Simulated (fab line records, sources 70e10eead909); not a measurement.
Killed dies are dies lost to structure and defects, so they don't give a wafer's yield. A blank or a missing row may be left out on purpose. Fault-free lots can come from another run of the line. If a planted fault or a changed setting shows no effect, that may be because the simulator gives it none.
One fault seen from 3 desks :: flow nand_harc :: what lay behind the numbers comes last; until then each desk has only its own

## METROLOGY DESK
Means of the sampled wafers that have a number, per lot and without regard to the tool the lot ran on: this is what the gauges read. A lot is out of limits, marked OUT, if its mean lies more than 4 standard deviations from the usual mean; the brackets give that distance.
Columns: A = cd_nm at NHARC_A_M0_CD_MEAS_09, usual 80.2 nm; B = overlay_x_nm at NHARC_A_M0_OVL_MEAS_10, usual 0.1 nm; C = overlay_y_nm at NHARC_A_M0_OVL_MEAS_10, usual 0.0 nm
lot: L198
first seen here: day 26 21:23
A: 79.9
B: -0.6
C: -0.8

lot: L200
first seen here: day 27 18:53
A: 80.0
B: 0.0
C: -1.1

lot: L208
first seen here: day 31 11:59
A: 81.9
B: -2.1
C: 1.0

lot: L209
first seen here: day 31 21:02
A: 81.1
B: -0.1
C: 0.9

lot: L211
first seen here: day 32 09:36
A: 80.0
B: -0.3
C: 1.1

lot: L210
first seen here: day 33 04:20
A: 79.7
B: -0.4
C: -0.2
Finding of this desk: none of the 6 lots has anything out of limits.

## THE DEFECT DESK
Per lot, the means of the sampled wafers with a number show what the inspections along the route counted. A lot is out of limits, marked OUT, if its mean lies more than 4 standard deviations from the usual mean; the brackets give that distance.
Columns: A = raw_defect_count at NHARC_A_BLC_INSPECT_28, usual 513; B = raw_defect_count at NHARC_A_M0_INSPECT_11, usual 86
lot: L198
first seen here: day 26 20:29
A: 462
B: 22

lot: L200
first seen here: day 27 17:58
A: 683
B: 155

lot: L208
first seen here: day 31 11:05
A: 500
B: 110

lot: L209
first seen here: day 31 20:08
A: 481
B: 94

lot: L211
first seen here: day 32 08:42
A: 589
B: 102

lot: L210
first seen here: day 33 03:26
A: 456
B: 19
Finding of this desk: none of the 6 lots has anything out of limits.

## FOR THE TOOL OWNER'S DESK: litho_track-01
Per lot that ran on this tool, the mean of the sampled wafers carrying a number, from the tool's own readings at NHARC_A_M0_SOFTBAKE_04 (time 55 s). A lot is out of limits, marked OUT, if its mean lies more than 4 standard deviations from the usual mean; the brackets give that distance.
Columns: A = exhaust_pa at NHARC_A_M0_SOFTBAKE_04, usual 45.0 Pa; B = heater_power_total_W at NHARC_A_M0_SOFTBAKE_04, usual 188.46 W
lot: L200
first seen here: day 27 18:00
A: 44.8
B: 188.45

lot: L208
first seen here: day 31 11:00
A: 43.3
B: 164.89 (-99 or more) OUT

lot: L209
first seen here: day 31 20:00
A: 44.8
B: 164.82 (-99 or more) OUT
This desk's verdict: out of limits on L208, L209, starting with L208 at day 31 11:00 (heater_power_total_W at NHARC_A_M0_SOFTBAKE_04). Within limits: L200.

## ALL TOGETHER
On L208, L209, at day 31 11:00, an alarm was possible from the tool owner's desk.
Nothing out of limits was seen by the metrology desk.
Nothing out of limits was seen by the defect desk.
The metrology desk has L208, L209 on record, within its limits.
The defect desk has L208, L209 on record, within its limits.
Every lot named ran NHARC_A_M0_SOFTBAKE_04 on litho_track-01.

## WHAT THE SIMULATOR PUT IN
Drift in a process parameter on litho_track-01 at NHARC_A_M0_SOFTBAKE_04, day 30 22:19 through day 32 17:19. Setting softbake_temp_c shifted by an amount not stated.
Shown lots that were struck: L208, L209.
Hours from the fault's start to each desk's first reading out of limits: the tool owner's desk, 13.
